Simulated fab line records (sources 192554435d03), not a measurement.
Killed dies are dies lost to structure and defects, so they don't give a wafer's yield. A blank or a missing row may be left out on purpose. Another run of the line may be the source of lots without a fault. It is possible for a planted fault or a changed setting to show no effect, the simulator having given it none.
Chamber matching ; flow n5Finfet ; N5_BEOL_M10_STRIP_67 on rieDiel-05: 4 sister chambers
The step strips in CF4. 4 wafers are shown with their chamber, then 9 later ones without.

WAFERS WITH THEIR CHAMBER
wafer;chamber;drypumpMotorCurrentA (A)
L077.6;2;6.0
L083.2;3;4.7
L087.4;0;5.1
L087.6;1;5.8

WAFERS MISSING THEIR CHAMBER
wafer;drypumpMotorCurrentA (A)
L092.1;6.0
L092.4;5.8
L092.5;4.7
L093.3;4.7
L093.4;6.0
L093.5;6.0
L096.1;5.8
L096.4;4.7
L096.5;5.2

CHAMBER TAKEN BY EACH
wafer;from the rows above;in truth
L092.1;2;2
L092.4;1;1
L092.5;3;3
L093.3;3;3
L093.4;2;2
L093.5;2;2
L096.1;1;1
L096.4;3;3
L096.5;0;0
Correct placement for 9 of the 9. Not placeable from these rows: 0. 0 placed wrongly.
How it was worked out, from the rows above alone: a wafer's distance from a chamber is the root of the sum, over the readings, of the square of ((its reading less the chamber's mean) divided by the reading's scatter). If the next closest chamber is less than 2 further off than the closest, the wafer can't be placed; otherwise it belongs to the closest. For every chamber, the mean is computed from those of its wafers that are shown. The scatter: with one shown wafer a chamber, the root of the mean of the squares of how far each hidden wafer lies from its nearest shown one.
